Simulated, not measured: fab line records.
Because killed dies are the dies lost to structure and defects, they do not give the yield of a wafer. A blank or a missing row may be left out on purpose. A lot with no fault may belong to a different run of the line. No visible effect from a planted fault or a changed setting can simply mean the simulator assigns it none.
fab line records    flow n5_finfet
record: lots: 11  wafers: 30  last_day: 17
route steps=1938 shown BEOL_M7@1280 PASSIVATION@1936
lots untouched by any fault: they come from a run of this same line in which no faults occurred
start_h: the number of hours between the record's first day and the start of the first shown wafer of the lot    wait_h: hours elapsed since this lot's preceding step    " identical to the entry in the row above    L1.1+2: a row that stands for several wafers    - no value, or no start given    * or withheld: withheld    < > ~ a bound
route shown NAME@n: names a module that has steps shown in the file, with the first one's number in the route    usual: mean and standard deviation over wafers with no fault    same: alike in all rows    chamber/n: place in a boat    sites: each site's reading    _std_site: the standard deviation of these    _edge_site: inner sites' mean taken away from outer sites' mean    radius_mm: how far each site lies from the wafer's centre    mask NAME#n: copy n    behind: the last tool/chamber to shape the wafer    hold: cause of the lot's hold/its duration in hours/its outcome    device: whichever transistor did not switch (one of n, p or np)    end of line: at the end of the route, the tests of the same wafers    step lacking rows: just its recipe    killed: not the wafer's yield, but the dies lost to structure and defects at the first sort    map: the dies of a wafer, with x for killed, . for not killed, _ for no die there
set.NAME: the setting as run; set.NAME@STEP: as run at that earlier step    model.NAME: the simulator's own value behind a step, which no gauge read
one table for each step of the route and one row for each wafer, over a sample of lots
services: a tool's chamber out of use, with start hour (start_h, from the record's first day; less than 0 if before it), hours out, and reason
== steps ==
step: N5_BEOL_M7_ETCH_61
recipe: chemistry: CF4  target: SiARC  target_depth_a: 455  mask_material: CAR-ArF  time_s: 75.8  ion_energy_ev: 80  pressure_mtorr: 40  source_w: 545  bias_w: 36  Ar_flow_sccm: 100  cf4_flow_sccm: 100  ends: cleared
usual: drypump_motor_current_A: 5.8/0.48  etch_rf_on_time_s: 76.1/2.4  oes_product_au: 0.61/0.051  rf_vpp_V: 184.5/0.91  showerhead_plenum_p_Torr: 2.17/0.053  throttle_valve_pct: 15.70/0.18
lot.wafer  tool         chamber  start_h  wait_h  drypump_motor_current_A  etch_rf_on_time_s  oes_product_au  rf_hours_counter_h  rf_vpp_V  showerhead_plenum_p_Torr  throttle_valve_pct
L821.3     rie_diel-03  3        192.33   0.0     5.9                      76.4               0.57            227                 185.2     2.22                      16.08
L821.4     "            2        "        "       5.6                      79.4               0.65            111                 184.8     2.16                      15.85
L821.5     "            2        "        "       5.7                      79.7               0.65            -                   185.0     2.16                      15.83
L825.2     rie_diel-05  2        214.49   0.0     6.3                      75.9               0.62            212                 185.1     2.20                      15.46
L825.3     "            3        "        "       6.0                      74.0               0.58            234                 184.2     2.13                      15.82
L825.4     "            0        "        "       5.3                      71.9               0.65            166                 185.7     2.23                      15.48
L826.2     rie_diel-05  0        226.58   0.0     5.3                      70.3               0.66            169                 183.4     2.23                      15.48
L826.3     "            1        "        "       5.1                      77.4               0.59            204                 186.4     2.22                      15.89
L826.4     "            2        "        "       6.3                      76.6               0.62            216                 184.6     2.19                      15.48
L829.2     rie_diel-05  1        248.53   0.0     5.1                      77.7               0.59            208                 184.2     2.22                      15.88
L829.3     "            2        "        "       6.4                      76.7               0.61            221                 185.0     2.19                      15.50
L829.6     "            2        "        "       6.4                      76.5               0.61            -                   184.4     2.19                      15.49
L830.3     rie_diel-05  2        254.29   0.0     6.3                      77.1               0.61            224                 185.5     2.19                      15.49
L830.5     "            1        "        "       5.1                      78.2               0.58            -                   186.2     2.22                      15.89
L831.1     rie_diel-05  2        254.84   0.0     6.3                      77.5               0.60            224                 184.8     2.19                      15.49
L831.2     "            0        "        "       5.3                      71.7               0.65            176                 185.3     2.23                      15.51
L831.6     "            2        "        "       6.3                      77.3               0.61            -                   184.8     2.19                      15.49
L832.4     rie_diel-06  2        272.71   0.0     6.7                      76.8               0.64            162                 183.0     2.07                      15.71
L832.6     "            0        "        "       5.7                      79.9               0.57            -                   185.5     2.18                      15.51
L833.3     rie_diel-05  0        279.25   0.0     5.3                      70.5               0.65            183                 185.6     2.23                      15.53
L833.4     "            2        "        "       6.4                      76.8               0.60            -                   185.8     2.19                      15.53
L833.5     "            1        "        "       5.1                      76.5               0.59            -                   184.6     2.22                      15.90
L834.1     rie_diel-03  1        279.57   0.0     6.4                      75.3               0.57            257                 184.3     2.18                      15.82
L834.2     "            2        "        "       5.6                      77.9               0.63            129                 185.4     2.15                      15.87
L834.5     "            2        "        "       5.6                      79.0               0.64            -                   184.0     2.16                      15.86
L835.2     rie_diel-03  1        300.14   0.0     6.4                      76.0               0.57            263                 184.1     2.18                      15.85
L835.5     "            2        "        "       5.6                      78.6               0.64            -                   183.6     2.15                      15.89
L835.6     "            0        "        "       5.9                      77.5               0.58            -                   184.9     2.21                      15.71
L840.2     rie_diel-06  2        312.76   0.0     6.7                      76.7               0.63            174                 183.1     2.06                      15.74
L840.3     "            0        "        "       5.8                      78.9               0.57            239                 184.9     2.17                      15.52
step: N5_BEOL_M7_STRIP_19
recipe: chemistry: O2  power_w: 400  temp_c: 40  pressure_mtorr: 30  rf_frequency_hz: 6e+07  bias_power_w: 0  overash_fraction: 0.2  o2_flow_sccm: 225
usual: drypump_motor_current_A: 5.8/0.48  oes_product_au: 0.73/0.075  rf_vpp_V: 3.6/0.61  showerhead_plenum_p_Torr: 2.13/0.062  throttle_valve_pct: 16.75/0.18
same: overash_fraction: 0.2
lot.wafer  tool         chamber  start_h  wait_h  drypump_motor_current_A  oes_product_au  rf_hours_counter_h  rf_vpp_V  showerhead_plenum_p_Torr  throttle_valve_pct
L821.3     rie_diel-05  0        192.79   0.2     5.3                      0.76            159                 4.1       2.18                      16.44
L821.4     "            2        "        "       6.3                      0.74            206                 4.8       2.18                      16.61
L821.5     "            0        "        "       5.3                      0.76            -                   2.9       2.18                      16.43
L825.2     rie_diel-06  3        214.84   0.1     5.2                      0.74            214                 3.9       2.00                      16.85
L825.3     "            2        "        "       6.7                      0.78            143                 3.7       2.02                      16.75
L825.4     "            0        "        "       5.7                      0.70            207                 3.5       2.20                      16.77
L826.2     rie_diel-05  0        227.03   0.1     5.4                      0.75            169                 3.8       2.17                      16.45
L826.3     "            1        "        "       5.1                      0.69            204                 3.8       2.17                      16.89
L826.4     "            3        "        "       6.1                      0.65            237                 2.7       2.07                      16.86
L829.2     rie_diel-06  1        248.96   0.2     5.7                      0.68            224                 4.0       2.17                      16.65
L829.3     "            2        "        "       6.7                      0.76            154                 3.8       2.02                      16.76
L829.6     "            3        "        "       5.2                      0.73            -                   3.5       2.00                      16.84
L830.3     rie_diel-06  0        254.68   0.1     5.7                      0.69            221                 3.0       2.19                      16.79
L830.5     "            0        "        "       5.7                      0.68            -                   4.4       2.19                      16.76
L831.1     rie_diel-06  3        255.33   0.2     5.2                      0.72            228                 3.9       2.00                      16.86
L831.2     "            0        "        "       5.7                      0.68            221                 4.0       2.19                      16.78
L831.6     "            0        "        "       5.7                      0.69            -                   4.4       2.19                      16.77
L832.4     rie_diel-03  3        273.18   0.1     5.9                      0.67            247                 3.0       2.14                      17.09
L832.6     "            2        "        "       5.6                      0.75            -                   4.0       2.13                      17.03
L833.3     rie_diel-03  1        279.79   0.2     6.5                      0.67            258                 5.7       2.14                      16.89
L833.4     "            2        "        "       5.6                      0.75            129                 4.1       2.13                      17.05
L833.5     "            0        "        "       5.9                      0.70            -                   3.5       2.15                      16.70
L834.1     rie_diel-05  1        279.92   0.1     5.1                      0.69            219                 3.0       2.16                      16.92
L834.2     "            0        "        "       5.3                      0.75            183                 4.0       2.17                      16.49
L834.5     "            2        "        "       6.4                      0.71            -                   3.2       2.17                      16.68
L835.2     rie_diel-06  0        300.49   0.1     5.7                      0.68            235                 2.9       2.19                      16.83
L835.5     "            2        "        "       6.7                      0.76            -                   2.8       2.02                      16.79
L835.6     "            1        "        "       5.7                      0.67            -                   3.7       2.17                      16.70
L840.2     rie_diel-05  2        313.19   0.2     6.3                      0.70            241                 2.9       2.16                      16.70
L840.3     "            0        "        "       5.3                      0.73            194                 4.3       2.16                      16.50
step: N5_BEOL_M7_CD_MEAS_28
recipe: target_cd_nm: 40  landing_energy_ev: 500  detector: se_inlens
usual: cd_nm: 39.99/0.24
lot.wafer  tool       chamber  start_h  wait_h  cd_nm
L821.3     cd_sem-01  0        195.57   -       40.03
L821.4     "          0        "        "       39.67
L821.5     "          0        "        "       39.93
L825.2     cd_sem-02  0        216.52   -       40.13
L825.3     "          0        "        "       40.26
L825.4     "          0        "        "       40.09
L826.2     cd_sem-01  0        229.05   -       40.16
L826.3     "          0        "        "       40.41
L826.4     "          0        "        "       39.90
L829.2     cd_sem-02  0        249.34   -       40.14
L829.3     "          0        "        "       39.86
L829.6     "          0        "        "       40.04
L830.3     cd_sem-02  0        255.06   -       39.86
L830.5     "          0        "        "       39.75
L831.1     cd_sem-02  0        255.80   -       39.98
L831.2     "          0        "        "       39.98
L831.6     "          0        "        "       40.02
L832.4     cd_sem-02  0        273.58   -       40.17
L832.6     "          0        "        "       39.72
L834.1     cd_sem-02  0        283.45   -       40.11
L834.2     "          0        "        "       40.06
L834.5     "          0        "        "       39.93
L833.3     cd_sem-03  0        283.50   -       39.93
L833.4     "          0        "        "       39.76
L833.5     "          0        "        "       40.06
L835.2     cd_sem-03  0        302.21   -       39.63
L835.5     "          0        "        "       39.62
L835.6     "          0        "        "       39.66
L840.2     cd_sem-03  0        313.69   -       39.81
L840.3     "          0        "        "       40.24
step: N5_BEOL_M7_ETCH_66
recipe: chemistry: N2/H2  target: SOC  target_depth_a: 800  overetch_a: 160  mask_material: SiARC  temp_c: 40  time_s: 120  ion_energy_ev: 200  pressure_mtorr: 30  source_w: 840  bias_w: 150  n2_flow_sccm: 200  h2_flow_sccm: 200
usual: drypump_motor_current_A: 5.7/0.47  oes_product_au: 0.56/0.054  rf_vpp_V: 525.3/1.9  run_length_s: 143.3/0.35  showerhead_plenum_p_Torr: 2.60/0.064  throttle_valve_pct: 17.94/0.27
lot.wafer  tool         chamber  start_h  wait_h  drypump_motor_current_A  oes_product_au  rf_hours_counter_h  rf_vpp_V  run_length_s  showerhead_plenum_p_Torr  throttle_valve_pct
L821.3     rie_diel-05  0        195.77   0.0     5.3                      0.57            160                 527.6     143.2         2.63                      17.53
L821.4     "            1        "        "       5.1                      0.54            195                 527.0     143.4         2.65                      18.17
L821.5     "            3        "        "       6.0                      0.52            -                   524.0     143.6         2.52                      18.06
L825.2     rie_diel-03  1        216.72   0.0     6.4                      0.51            243                 526.0     143.1         2.64                      18.20
L825.3     "            2        "        "       5.6                      0.59            119                 524.8     144.3         2.57                      18.14
L825.4     "            3        "        "       5.9                      0.52            235                 525.6     143.2         2.64                      18.52
L826.2     rie_diel-03  1        229.25   0.0     6.5                      0.51            246                 526.4     142.9         2.64                      18.20
L826.3     "            3        "        "       5.9                      0.51            238                 526.9     143.3         2.64                      18.54
L826.4     "            0        "        "       5.9                      0.54            203                 527.0     143.0         2.64                      18.05
L829.2     rie_diel-05  0        250.46   0.0     5.3                      0.57            174                 527.7     143.0         2.63                      17.56
L829.3     "            2        "        "       6.3                      0.56            222                 526.4     144.0         2.63                      17.93
L829.6     "            3        "        "       6.1                      0.52            -                   522.6     143.5         2.51                      18.08
L830.3     rie_diel-05  3        255.85   0.0     6.0                      0.51            245                 523.3     143.6         2.51                      18.08
L830.5     "            1        "        "       5.1                      0.53            -                   525.9     143.5         2.65                      18.21
L831.1     rie_diel-05  0        256.25   0.0     5.3                      0.56            177                 525.7     142.9         2.63                      17.57
L831.2     "            1        "        "       5.1                      0.53            212                 526.8     142.9         2.65                      18.19
L831.6     "            1        "        "       5.1                      0.52            -                   526.6     143.3         2.65                      18.19
L832.4     rie_diel-03  1        273.84   0.0     6.5                      0.50            256                 525.3     142.9         2.63                      18.20
L832.6     "            3        "        "       5.9                      0.51            -                   525.3     143.7         2.63                      18.56
L834.1     rie_diel-05  2        283.78   0.0     6.4                      0.54            232                 525.7     143.4         2.63                      17.94
L834.2     "            0        "        "       5.3                      0.56            184                 526.4     142.8         2.62                      17.58
L834.5     "            2        "        "       6.4                      0.54            -                   525.5     144.2         2.63                      17.94
L833.3     rie_diel-03  0        284.02   0.1     5.9                      0.53            -                   526.1     143.1         2.64                      18.08
L833.4     "            2        "        "       5.6                      0.59            -                   522.9     143.9         2.56                      18.16
L833.5     "            2        "        "       5.6                      0.58            -                   525.7     143.8         2.56                      18.16
L835.2     rie_diel-05  1        302.41   0.0     5.1                      0.52            220                 524.7     143.2         2.64                      18.22
L835.5     "            0        "        "       5.3                      0.56            -                   526.1     143.3         2.62                      17.58
L835.6     "            3        "        "       6.1                      0.67            -                   523.6     163.7         2.50                      17.66
L840.2     rie_diel-05  3        313.90   0.0     6.0                      0.72            8                   523.2     143.3         2.50                      17.66
L840.3     "            0        "        "       5.3                      0.51            195                 527.2     163.5         2.62                      17.58
step: N5_PASSIVATION_PROBE_49
usual: defect_limited_yield: 91.5/1.5  killed_at_M0_to_M3: 32/10  killed_at_M4_up: 13/4.9  killed_at_contacts: 13/6.1  killed_at_front_end: 38/11  killed_at_other: 3/3.2  killed_dies: 101/18  killed_open: 66/13  killed_short: 32/8.3  sort_bin_4_leakage: 0.00/0.018  sort_bin_5_function: 5.0/1  sort_bin_6_memory: 3.2/0.74  sort_n_pass: 1078/22  sort_yield_pct: 91.3/1.9
same: gross_dies: 1180  killed_at_back_side: 0  sort_bin_8_speed[%]: 0
lot.wafer  tool       chamber  start_h  wait_h  defect_limited_yield[%]  killed_at_M0_to_M3  killed_at_M4_up  killed_at_contacts  killed_at_front_end  killed_at_other  killed_dies  killed_open  killed_short  sort_bin_4_leakage[%]  sort_bin_5_function[%]  sort_bin_6_memory[%]  sort_n_pass  sort_yield_pct[%]
L821.3     prober-01  -        268.89   0.1     94.1                     14                  4                10                  40                   2                70           39           29            0                      3.0                     2.5                   1110         94.1
L821.4     prober-01  -        268.94   0.2     93.0                     13                  17               18                  30                   5                83           50           27            0                      5.3                     1.6                   1097         93.0
L821.5     prober-01  -        268.99   0.2     92.8                     14                  11               18                  41                   1                85           58           26            0                      4.8                     2.3                   1095         92.8
L825.2     prober-02  -        299.39   0.1     91.2                     27                  18               15                  36                   8                104          65           36            0                      5.5                     2.9                   1076         91.2
L825.3     prober-02  -        299.44   0.1     87.5                     29                  14               36                  60                   8                147          81           58            0                      6.2                     5.5                   1033         87.5
L825.4     prober-02  -        299.49   0.2     91.4                     24                  18               13                  41                   6                102          74           22            0                      4.7                     3.7                   1078         91.4
L826.2     prober-01  -        311.52   0.1     89.9                     23                  10               12                  66                   8                119          73           42            0                      5.9                     3.5                   1061         89.9
L826.3     prober-01  -        311.57   0.1     89.7                     37                  14               12                  55                   4                122          78           32            0                      6.2                     3.0                   1058         89.7
L826.4     prober-01  -        311.62   0.2     91.4                     29                  4                11                  46                   12               102          56           33            0                      4.7                     3.0                   1078         91.4
L829.2     prober-01  -        333.62   0.3     93.3                     29                  10               7                   33                   0                79           43           31            0.17                   3.8                     2.4                   1099         93.1
L829.3     prober-01  -        333.67   0.3     92.7                     16                  24               13                  31                   2                86           59           25            0                      4.2                     3.1                   1094         92.7
L829.6     prober-01  -        333.82   0.5     92.9                     21                  12               15                  27                   9                84           63           18            0                      4.3                     2.8                   1096         92.9
L831.1     prober-01  -        335.35   0.0     92.7                     23                  12               12                  35                   4                86           54           30            0                      4.5                     2.6                   1094         92.7
L831.2     prober-01  -        335.40   0.1     92.0                     20                  16               22                  24                   12               94           70           22            0                      4.8                     2.8                   1086         92.0
L831.6     prober-01  -        335.60   0.3     91.5                     39                  4                16                  36                   5                100          62           37            0                      4.3                     3.7                   1080         91.5
L830.3     prober-02  -        335.45   0.1     90.3                     32                  7                8                   64                   4                115          73           40            0                      6.4                     2.6                   1065         90.3
L830.5     prober-02  -        335.55   0.2     91.1                     32                  9                6                   54                   4                105          68           36            0                      5.4                     3.1                   1075         91.1
L832.4     prober-02  -        352.87   0.2     90.8                     26                  21               20                  38                   3                108          73           34            0                      5.1                     3.7                   1072         90.8
L832.6     prober-02  -        352.97   0.3     91.4                     42                  7                17                  33                   3                102          64           35            0                      5.2                     3.0                   1078         91.4
L834.1     prober-01  -        356.65   0.0     90.8                     28                  14               23                  39                   5                109          72           26            0                      5.4                     2.9                   1071         90.8
L834.2     prober-01  -        356.70   0.1     92.2                     24                  11               28                  29                   0                92           66           23            0                      4.3                     3.2                   1088         92.2
L834.5     prober-01  -        356.85   0.2     90.6                     32                  21               17                  35                   6                111          66           41            0                      4.7                     4.4                   1069         90.6
L833.3     prober-02  -        361.25   0.1     91.3                     31                  13               24                  30                   5                103          76           26            0                      5.3                     2.7                   1077         91.3
L833.4     prober-02  -        361.30   0.2     90.6                     53                  16               15                  24                   3                111          72           38            0                      5.0                     4.2                   1069         90.6
L833.5     prober-02  -        361.35   0.2     91.4                     45                  15               14                  24                   3                101          69           29            0                      5.1                     3.4                   1079         91.4
L835.2     prober-01  -        386.45   0.1     90.1                     28                  10               17                  60                   2                117          69           37            0                      5.6                     3.3                   1063         90.1
L835.5     prober-01  -        386.60   0.2     92.4                     25                  18               5                   39                   3                90           49           38            0                      4.0                     3.2                   1090         92.4
L835.6     prober-01  -        386.65   0.3     92.6                     29                  12               7                   37                   2                87           47           22            0                      3.4                     2.2                   1093         92.6
L840.2     prober-01  -        402.30   0.1     93.9                     27                  18               5                   20                   2                72           52           19            0                      2.5                     3.3                   1108         93.9
L840.3     prober-01  -        402.35   0.1     91.4                     46                  16               7                   33                   0                102          59           41            0                      4.8                     3.4                   1078         91.4
killed by level:class
L821.3 FIN_SAQP:geometric_particle:short=13 FIN_SAQP:geometric_particle:open=7 STI_FIN_REVEAL:geometric_particle:open=7 MOL_CONTACT_COAG:geometric_particle:short=5 MOL_CONTACT_COAG:geometric_particle:open=5 BEOL_M0_SAQP:geometric_particle:open=4 BEOL_M3:geometric_particle:open=3 STARTING-WAFER:geometric_particle:short=3
L821.4 MOL_CONTACT_COAG:geometric_particle:open=14 FIN_SAQP:geometric_particle:open=7 BEOL_M4:geometric_particle:open=6 FIN_SAQP:geometric_particle:short=5 STI_FIN_REVEAL:geometric_particle:open=5 MOL_CONTACT_COAG:geometric_particle:short=4 BEOL_M3:geometric_particle:open=4 PASS1_CAP:geometric_particle:short=3
L821.5 FIN_SAQP:geometric_particle:open=15 MOL_CONTACT_COAG:geometric_particle:open=14 FIN_SAQP:geometric_particle:short=8 STI_FIN_REVEAL:geometric_particle:open=5 MOL_CONTACT_COAG:geometric_particle:short=4 BEOL_M0_SAQP:geometric_particle:open=4 STI_FIN_REVEAL:geometric_particle:short=3 BEOL_M3:geometric_particle:open=3
L825.2 MOL_CONTACT_COAG:geometric_particle:open=12 BEOL_M0_SAQP:geometric_particle:open=11 FIN_SAQP:geometric_particle:short=10 BEOL_M0_SAQP:geometric_particle:short=8 BEOL_M4:geometric_particle:open=8 FIN_SAQP:geometric_particle:open=7 STI_FIN_REVEAL:geometric_particle:open=7 BEOL_M5:geometric_particle:open=5
L825.3 MOL_CONTACT_COAG:geometric_particle:open=27 FIN_SAQP:geometric_particle:short=16 FIN_SAQP:geometric_particle:open=14 MOL_CONTACT_COAG:geometric_particle:short=7 BEOL_M0_SAQP:geometric_particle:short=7 BEOL_M0_SAQP:geometric_particle:open=7 DUMMY_GATE:geometric_particle:open=5 BEOL_M1:geometric_particle:open=5
L825.4 MOL_CONTACT_COAG:geometric_particle:open=12 FIN_SAQP:geometric_particle:open=10 FIN_SAQP:geometric_particle:short=8 DUMMY_GATE:geometric_particle:open=7 BEOL_M2:geometric_particle:open=7 STI_FIN_REVEAL:geometric_particle:open=6 BEOL_M1:geometric_particle:open=4 BEOL_M4:geometric_particle:open=4
L826.2 FIN_SAQP:geometric_particle:open=22 FIN_SAQP:geometric_particle:short=12 STI_FIN_REVEAL:geometric_particle:open=10 GATE_CUT:geometric_particle:short=8 MOL_CONTACT_COAG:geometric_particle:open=8 BEOL_M2:geometric_particle:open=8 BEOL_M1:geometric_particle:open=6 GATE_CUT:geometric_particle:open=4
L826.3 FIN_SAQP:geometric_particle:open=24 BEOL_M0_SAQP:geometric_particle:open=9 HKMG_FIN:area_etch=8 FIN_SAQP:geometric_particle:short=7 MOL_CONTACT_COAG:geometric_particle:open=7 BEOL_M0_SAQP:geometric_particle:short=7 BEOL_M2:geometric_particle:open=7 MOL_CONTACT_COAG:geometric_particle:short=5
L826.4 STI_FIN_REVEAL:geometric_particle:open=10 MOL_CONTACT_COAG:geometric_particle:open=9 BEOL_M0_SAQP:geometric_particle:short=8 HKMG_FIN:area_etch=8 FIN_SAQP:geometric_particle:open=7 FIN_SAQP:geometric_particle:short=7 PAD_METAL:geometric_particle:open=6 DUMMY_GATE:geometric_particle:open=4
L829.2 FIN_SAQP:geometric_particle:short=8 STI_FIN_REVEAL:geometric_particle:open=6 MOL_CONTACT_COAG:geometric_particle:open=6 BEOL_M3:geometric_particle:open=6 DUMMY_GATE:geometric_particle:open=5 BEOL_M2:geometric_particle:open=5 BEOL_M0_SAQP:geometric_particle:short=4 BEOL_M0_SAQP:geometric_particle:open=3
L829.3 MOL_CONTACT_COAG:geometric_particle:open=10 BEOL_M5:geometric_particle:open=7 BEOL_M4:geometric_particle:open=7 FIN_SAQP:geometric_particle:short=6 DUMMY_GATE:geometric_particle:open=5 BEOL_M3:geometric_particle:open=5 STARTING-WAFER:geometric_particle:open=5 BEOL_M1:geometric_particle:open=4
L829.6 MOL_CONTACT_COAG:geometric_particle:open=11 FIN_SAQP:geometric_particle:short=8 FIN_SAQP:geometric_particle:open=7 BEOL_M3:geometric_particle:open=7 MIM_TOP_ETCH:geometric_particle:open=6 DUMMY_GATE:geometric_particle:open=5 BEOL_M1:geometric_particle:open=4 BEOL_M4:geometric_particle:open=4
L831.1 MOL_CONTACT_COAG:geometric_particle:open=11 FIN_SAQP:geometric_particle:short=7 STI_FIN_REVEAL:geometric_particle:open=7 GATE_CUT:geometric_particle:short=7 BEOL_M3:geometric_particle:open=7 DUMMY_GATE:geometric_particle:open=4 GATE_CUT:geometric_particle:open=4 BEOL_M0_SAQP:geometric_particle:open=4
L831.2 MOL_CONTACT_COAG:geometric_particle:open=19 DUMMY_GATE:geometric_particle:open=8 BEOL_M4:geometric_particle:open=8 BEOL_M1:geometric_particle:open=6 PAD_METAL:geometric_particle:short=5 BEOL_M0_SAQP:geometric_particle:short=4 STARTING-WAFER:geometric_particle:open=4 BEOL_M0_SAQP:geometric_particle:open=3
L830.3 FIN_SAQP:geometric_particle:short=14 FIN_SAQP:geometric_particle:open=13 GATE_CUT:geometric_particle:open=8 GATE_CUT:geometric_particle:short=7 BEOL_M0_SAQP:geometric_particle:open=6 BEOL_M1:geometric_particle:open=6 BEOL_M2:geometric_particle:open=6 STI_FIN_REVEAL:geometric_particle:open=5
L830.5 FIN_SAQP:geometric_particle:open=17 FIN_SAQP:geometric_particle:short=12 BEOL_M0_SAQP:geometric_particle:open=11 GATE_CUT:geometric_particle:short=7 BEOL_M0_SAQP:geometric_particle:short=6 BEOL_M1:geometric_particle:open=6 GATE_CUT:geometric_particle:open=4 MOL_CONTACT_COAG:geometric_particle:open=4
L831.6 STI_FIN_REVEAL:geometric_particle:open=12 BEOL_M0_SAQP:geometric_particle:short=12 MOL_CONTACT_COAG:geometric_particle:open=9 FIN_SAQP:geometric_particle:short=7 MOL_CONTACT_COAG:geometric_particle:short=7 BEOL_M0_SAQP:geometric_particle:open=7 BEOL_M3:geometric_particle:open=5 DUMMY_GATE:geometric_particle:open=4
L832.4 MOL_CONTACT_COAG:geometric_particle:open=17 GATE_CUT:geometric_particle:short=8 BEOL_M3:geometric_particle:open=8 FIN_SAQP:geometric_particle:open=6 BEOL_M4:geometric_particle:open=6 BEOL_M0_SAQP:geometric_particle:open=5 BEOL_M5:geometric_particle:open=4 STI_FIN_REVEAL:geometric_particle:open=4
L832.6 MOL_CONTACT_COAG:geometric_particle:open=14 BEOL_M0_SAQP:geometric_particle:short=14 BEOL_M0_SAQP:geometric_particle:open=13 GATE_CUT:geometric_particle:short=8 BEOL_M3:geometric_particle:open=6 STI_FIN_REVEAL:geometric_particle:open=4 BEOL_M2:geometric_particle:open=4 FIN_SAQP:geometric_particle:open=3
L834.1 MOL_CONTACT_COAG:geometric_particle:open=19 BEOL_M3:geometric_particle:open=14 FIN_SAQP:geometric_particle:short=11 HKMG_FIN:area_etch=8 STI_FIN_REVEAL:geometric_particle:open=7 FIN_SAQP:geometric_particle:open=5 BEOL_M0_SAQP:geometric_particle:open=4 MOL_CONTACT_COAG:geometric_particle:short=3
L834.2 MOL_CONTACT_COAG:geometric_particle:open=23 BEOL_M3:geometric_particle:open=7 FIN_SAQP:geometric_particle:short=6 FIN_SAQP:geometric_particle:open=6 STI_FIN_REVEAL:geometric_particle:short=5 BEOL_M0_SAQP:geometric_particle:open=5 MOL_CONTACT_COAG:geometric_particle:short=4 BEOL_M1:geometric_particle:open=4
L834.5 MOL_CONTACT_COAG:geometric_particle:open=14 BEOL_M3:geometric_particle:open=11 BEOL_M4:geometric_particle:open=8 STARTING-WAFER:geometric_particle:short=7 FIN_SAQP:geometric_particle:open=6 BEOL_M0_SAQP:geometric_particle:short=6 STI_FIN_REVEAL:geometric_particle:open=5 BEOL_M0_SAQP:geometric_particle:open=4
L833.3 MOL_CONTACT_COAG:geometric_particle:open=18 STI_FIN_REVEAL:geometric_particle:open=14 BEOL_M0_SAQP:geometric_particle:open=8 BEOL_M4:geometric_particle:open=8 BEOL_M0_SAQP:geometric_particle:short=7 MOL_CONTACT_COAG:geometric_particle:short=6 FIN_SAQP:geometric_particle:open=5 BEOL_M0:geometric_particle:open=4
L833.4 BEOL_M0_SAQP:geometric_particle:open=21 BEOL_M0_SAQP:geometric_particle:short=17 MOL_CONTACT_COAG:geometric_particle:open=12 BEOL_M5:geometric_particle:open=7 BEOL_M1:geometric_particle:open=5 STARTING-WAFER:geometric_particle:short=5 BEOL_M4:geometric_particle:open=4 STARTING-WAFER:geometric_particle:open=4
L833.5 MOL_CONTACT_COAG:geometric_particle:open=13 BEOL_M0_SAQP:geometric_particle:open=13 STI_FIN_REVEAL:geometric_particle:open=9 BEOL_M0_SAQP:geometric_particle:short=7 BEOL_M0:geometric_particle:open=6 BEOL_M2:geometric_particle:open=5 FIN_SAQP:geometric_particle:short=4 BEOL_M2:geometric_particle:short=4
L835.2 FIN_SAQP:geometric_particle:open=15 MOL_CONTACT_COAG:geometric_particle:open=11 FIN_SAQP:geometric_particle:short=10 HKMG_FIN:area_etch=10 BEOL_M3:geometric_particle:open=8 BEOL_M1:geometric_particle:open=7 MOL_CONTACT_COAG:geometric_particle:short=6 BEOL_M4:geometric_particle:open=6
L835.5 FIN_SAQP:geometric_particle:short=10 BEOL_M1:geometric_particle:open=8 DUMMY_GATE:geometric_particle:open=5 BEOL_M4:geometric_particle:open=5 BEOL_M5:geometric_particle:open=5 FIN_SAQP:geometric_particle:open=4 STI_FIN_REVEAL:geometric_particle:short=4 BEOL_M0_SAQP:geometric_particle:open=4
L835.6 HKMG_FIN:area_etch=17 MOL_CONTACT_COAG:geometric_particle:open=6 BEOL_M1:geometric_particle:open=6 BEOL_M0_SAQP:geometric_particle:open=5 BEOL_M0:geometric_particle:short=5 BEOL_M0_SAQP:geometric_particle:short=4 BEOL_M2:geometric_particle:open=4 STARTING-WAFER:geometric_particle:open=4
L840.2 BEOL_M4:geometric_particle:open=12 BEOL_M0_SAQP:geometric_particle:open=8 BEOL_M0_SAQP:geometric_particle:short=6 BEOL_M2:geometric_particle:open=5 DUMMY_GATE:geometric_particle:open=4 MOL_CONTACT_COAG:geometric_particle:open=4 BEOL_M3:geometric_particle:open=4 STI_FIN_REVEAL:geometric_particle:open=3
L840.3 BEOL_M0_SAQP:geometric_particle:short=11 FIN_SAQP:geometric_particle:short=9 BEOL_M0_SAQP:geometric_particle:open=9 BEOL_M2:geometric_particle:open=9 BEOL_M4:geometric_particle:open=7 BEOL_M1:geometric_particle:open=6 MOL_CONTACT_COAG:geometric_particle:open=5 FIN_SAQP:geometric_particle:open=4
== services ==
tool         chamber  start_h  hours  kind
rie_diel-06  -        182.23   2.8    pm
rie_diel-03  -        242.73   14.6   pm
rie_diel-05  3        272.30   -      clean
rie_diel-05  3        272.30   -      consumable_replace:focus_ring
rie_diel-05  3        272.30   16.6   scheduled_down
rie_diel-05  3        272.30   16.6   vent_cycle
rie_diel-03  3        279.83   -      clean
rie_diel-03  3        279.83   -      consumable_replace:focus_ring
rie_diel-03  3        279.83   23.5   scheduled_down
rie_diel-03  3        279.83   23.5   vent_cycle
rie_diel-05  1        282.09   17.6   repair
rie_diel-05  2        299.70   4.2    repair
rie_diel-05  -        302.74   1.0    repair
rie_diel-03  1        303.75   -      clean
rie_diel-03  1        303.75   -      consumable_replace:focus_ring
rie_diel-03  1        303.75   22.1   scheduled_down
rie_diel-03  1        303.75   22.1   vent_cycle
== key ==
first_sign: step: N5_BEOL_M7_ETCH_66  reading: run_length_s  direction: up  sigmas: 58  usual: *  struck: *
effect none on later readings
met_at N5_BEOL_M7_ETCH_66
struck_lots L835,L840
struck_wafers L835.6,L840.3
baseline_loss: step: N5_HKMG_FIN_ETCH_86  wafers: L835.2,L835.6
not_acting_at N5_BEOL_M7_ETCH_61,N5_BEOL_M7_STRIP_19,N5_BEOL_M7_CD_MEAS_28
onset_between 283.78 302.41
fault: kind: process_parameter_drift  tool: rie_diel-05  chamber: -  onset_h: 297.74  steps: N5_BEOL_M7_ETCH_66  channel: time_s  offset: *  shape: step  end_h: 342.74  scope: struck_wafers_only  acts_in: *  stated: *
baseline_loss: these wafers lose ten dies or more at that step, a loss of the line's own and not of a fault; the sort's usual values leave them out
